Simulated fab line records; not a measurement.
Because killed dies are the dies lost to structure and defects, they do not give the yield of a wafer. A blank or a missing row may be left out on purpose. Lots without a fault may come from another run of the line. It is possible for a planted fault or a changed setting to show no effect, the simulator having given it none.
Split-lot experiment | flow n5_finfet | on a route of 1938 steps: 7 lots, 21 wafers read

## ON THE SPLIT
At N5_BEOL_M9_COAT_60 (time 60 s, resist thk 30 nm), the setting spin_rpm was moved away from the recipe's 1500 rpm on 9 of the 21 wafers read, by -9.8% to +7.5%. For the rest of the wafers, this setting stayed at what the recipe calls for.

## FROM THE SPLIT TO THE READING: what the file shows between them, 4 steps
- N5_BEOL_M9_COAT_05: resist thk 90 nm
- N5_BEOL_M9_EBR_07
- N5_BEOL_M9_DESCUM_16: chemistry O2, time 7.9 s
- N5_BEOL_M9_ETCH_61: etches SiARC in CF4, target depth 39 nm, time 65 s

## THE READING
SiARC_of_BEOL_M9_COAT_60.thk_nm (the simulator's own value, which no gauge read), in nm, at N5_BEOL_M9_ETCH_62 (etches SOC in N2/H2, target depth 110 nm, overetch 22 nm, time 165 s). The file gives no usual value for it. Average 23.6 nm, standard deviation 0.17 nm, over the 12 wafers here run with the recipe.

wafer  | tool, chamber at the split | spin_rpm as run, rpm | against the recipe | SiARC_of_BEOL_M9_COAT_60.thk_nm, nm | against lot-mates on the recipe
L076.1 | litho_track-03, 0          | 1500                 | recipe             | 23.6                                | -
L076.5 | litho_track-03, 0          | 1500                 | recipe             | 23.4                                | -
L076.6 | litho_track-03, 0          | 1613                 | +7.5%              | 22.4                                | -1.1
L077.2 | litho_track-04, 0          | 1500                 | recipe             | 23.4                                | -
L077.6 | litho_track-04, 0          | 1500                 | recipe             | 23.4                                | -
L077.4 | litho_track-04, 0          | 1586                 | +5.7%              | 22.6                                | -0.8
L079.2 | litho_track-02, 0          | 1500                 | recipe             | 23.8                                | -
L079.4 | litho_track-02, 0          | 1500                 | recipe             | 23.8                                | -
L079.3 | litho_track-02, 0          | 1577                 | +5.1%              | 23                                  | -0.8
L088.2 | litho_track-04, 0          | 1500                 | recipe             | 23.4                                | -
L088.5 | litho_track-04, 0          | 1436                 | -4.3%              | 24.4                                | +1.0
L088.6 | litho_track-04, 0          | 1436                 | -4.3%              | 23.8                                | +0.4
L085.2 | litho_track-03, 0          | 1446                 | -3.6%              | 24.2                                | +0.6
L085.3 | litho_track-03, 0          | 1446                 | -3.6%              | 24.4                                | +0.8
L085.4 | litho_track-03, 0          | 1500                 | recipe             | 23.6                                | -
L086.2 | litho_track-02, 0          | 1500                 | recipe             | 23.6                                | -
L086.4 | litho_track-02, 0          | 1500                 | recipe             | 23.8                                | -
L086.6 | litho_track-02, 0          | 1500                 | recipe             | 23.8                                | -
L096.1 | litho_track-04, 0          | 1353                 | -9.8%              | 25.4                                | +2.0
L096.2 | litho_track-04, 0          | 1353                 | -9.8%              | 25.2                                | +1.8
L096.4 | litho_track-04, 0          | 1500                 | recipe             | 23.4                                | -

THE FIT
A straight line over all 21 wafers: SiARC_of_BEOL_M9_COAT_60.thk_nm changes by -0.163 nm for each +1% of spin_rpm; r = -0.96; the points scatter about the line by 0.2 nm.
The same after taking each lot's own level away (the mean of its wafers on the recipe; 21 wafers): -0.174 nm for each +1%; r = -0.98; scatter 0.15 nm.
That fit puts the effect of the largest move of spin_rpm on the reading at 1.7 nm.
From 23.40 to 23.80 nm: that is the span of the lots' own levels, equal to 2.3 times the standard deviation above.
The two slopes are in agreement: the lot-to-lot level therefore moves the slope only a little.
Check: +1.66 nm against its lot-mates is what the line predicts for one of the wafers moved furthest among these (-9.8%) when that wafer is left out of the fit. It came out at +2 nm against them.

## THESE WAFERS: OTHER SPLITS
Other splits were also applied to these wafers ahead of the reading. Each is held against what the fit with the lots' levels taken away leaves over:
other split on the same wafers    | wafers away from the commonest value | r with SiARC_of_BEOL_M9_COAT_60.thk_nm (lot level and that fit taken away)
N5_BEOL_M7_HM_DEP_02 target_thk_a | 7                                    | -0.21
N5_BEOL_M8_TRENCH_ETCH_37 time_s  | 9                                    | -0.30

## THE WHOLE CHAIN: every reading that the file lists as answering this split, in the file's order
step               | what it does                                                         | reading                                                                            | change (the file's fit)               | r (the file's)
N5_BEOL_M9_COAT_60 | time 60 s, resist thk 30 nm                                          | SiARC_of_BEOL_M9_COAT_60.thk_nm (the simulator's own value, which no gauge read)   | -0.155 nm for each +1% of the setting | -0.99
N5_BEOL_M9_ETCH_61 | etches SiARC in CF4, target depth 39 nm, time 65 s                   | CAR-ArF_of_BEOL_M9_COAT_05.thk_nm (the simulator's own value, which no gauge read) | +0.108 nm for each +1% of the setting | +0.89
N5_BEOL_M9_ETCH_61 | etches SiARC in CF4, target depth 39 nm, time 65 s                   | etch.depth_nm (the simulator's own value, which no gauge read)                     | -0.152 nm for each +1% of the setting | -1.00
N5_BEOL_M9_ETCH_62 | etches SOC in N2/H2, target depth 110 nm, overetch 22 nm, time 165 s | SiARC_of_BEOL_M9_COAT_60.thk_nm (the simulator's own value, which no gauge read)   | -0.169 nm for each +1% of the setting | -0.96

## FILE'S OWN FIT
SiARC_of_BEOL_M9_COAT_60.thk_nm changes by -0.169 nm for each +1% of spin_rpm, r = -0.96.
